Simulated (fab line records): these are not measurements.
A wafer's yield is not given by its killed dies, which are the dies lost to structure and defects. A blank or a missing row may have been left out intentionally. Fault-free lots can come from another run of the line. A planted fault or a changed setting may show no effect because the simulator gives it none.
A lot that was struck, set against a sound lot -- flow n5Finfet -- 15 steps out of a route of 1938
Sound: wafers L573.1, L573.2, L573.4. Struck: wafer L584.2 (left out: L584.6, a lot-mate that was not struck); the cause follows at the end.
Per side, at each step with rows, come the tool, then ch with its chambers, and then its first start. Under that, the readings that differ: sound wafers -- struck wafers -- difference of the means -- sigmas: that difference in standard deviations of wafers without a fault.
alike: words and numbers the same on both sides, and readings whose means are apart by under 2 such deviations; not compared: readings that were withheld, readings missing a value for some wafer, numbers with overlapping values and no deviation given by the record, and bounds like >300 which may hide the same value.
The two part at a step that has a row with sigmas, a row that says differs or no value, or rows on one side only. When numbers do not overlap yet have no deviation, they are printed without sigmas and do not part them. A reading missing from all wafers of one side parts the sides only when that side holds two or more wafers.

N5_BEOL_M8_CURE_75: cures SiCOH lowk, time 120 s.
  sound on uvCure-02 ch 1, day 12 17:23; struck on uvCure-03 ch 1, day 15 11:11
  alike: lampPowerPct, wafer_temp_C_max
N5_BEOL_M8_DEGAS_44: time 60 s.
  sound: pvdSputter-01 at day 12 18:28; struck: pvdSputter-03 at day 15 11:33
  alike: heaterPowerW
then, 2 steps without rows for these wafers: N5_BEOL_M8_PRE_CLEAN_45 (time 30 s); N5_BEOL_M8_ALD_77 (deposits TaN, target thk 2 nm, pulse time 2 s, purge time 3 s).
N5_BEOL_M8_SURFACE_TREAT_79:
  sound: pvdSputter-01 at day 12 18:54; struck: pvdSputter-03 at day 15 12:03
  not compared: throttleValvePct
then, 3 steps without rows for these wafers: N5_BEOL_M8_CVD_78 (deposits Co from CCTBA/H2, target thk 2 nm, time 142.3 s); N5_BEOL_M8_SPUTTER_48 (material Cu, target thk 10 nm, time 1.667 s); N5_BEOL_M8_ECD_50 (material Cu, target thk 300 nm).
N5_BEOL_M8_ANNEAL_51: time 90 s.
  sound on rtpAnneal-02 ch 0, day 12 19:33; struck on rtpAnneal-01 ch 0, day 15 12:48
  alike: wafer_temp_C_max
N5_BEOL_M8_CMP_52: polishes, stops on SiCOH lowk, t overpolish 6.9 s, target thk 80 nm.
  sound on cmp-03 ch 1,2,3, day 12 19:53; struck on cmp-01 ch 3, day 15 13:10
  alike: barrierFieldEndpointS, motorCurrentA, overpolishRunS, platenRpm, timeToEndpointS
N5_BEOL_M8_THK_MEAS_53: measures by xrf.
  sound: filmMetro-01 at day 12 20:08; struck: filmMetro-02 at day 15 13:20
  alike: M8_THK
then, 1 step without rows for these wafers: N5_BEOL_M8_PRE_CLEAN_55 (time 15 s).
N5_BEOL_M8_DEP_56: deposits SiCN from 3MS/NH3, target thk 10 nm, time 17.5 s.
  sound on pecvd-03 ch 0,1, day 12 20:13; struck on pecvd-03 ch 2, day 15 13:30
reading,sound,struck,difference,sigmas
model.SiCN_of_BEOL_M8_DEP_56.thkNm (nm),10 10 10.2,6.6,-3.5,
  alike: showerheadPlenumPTorr, throttleValvePct
N5_BEOL_M8_RS_MEAS_57: measurement is done with a four-point probe.
  sound: filmMetro-01 at day 12 20:17; struck: filmMetro-01 at day 15 13:37
  alike: M8_RS
-- record jumps: 3 days separate the struck wafers' starts on either side; left off in module BEOL_M8, taken up again in module PASSIVATION, whose first shown step is the route's number 1936 --
N5_PASSIVATION_PROBE_49:
  record: rows for the struck wafers here (prober-02, day 18 11:53), none for the sound ones

## WHERE THEY PART
Within this record, at N5_PASSIVATION_PROBE_49 only.

WHY: the cause the simulator had injected
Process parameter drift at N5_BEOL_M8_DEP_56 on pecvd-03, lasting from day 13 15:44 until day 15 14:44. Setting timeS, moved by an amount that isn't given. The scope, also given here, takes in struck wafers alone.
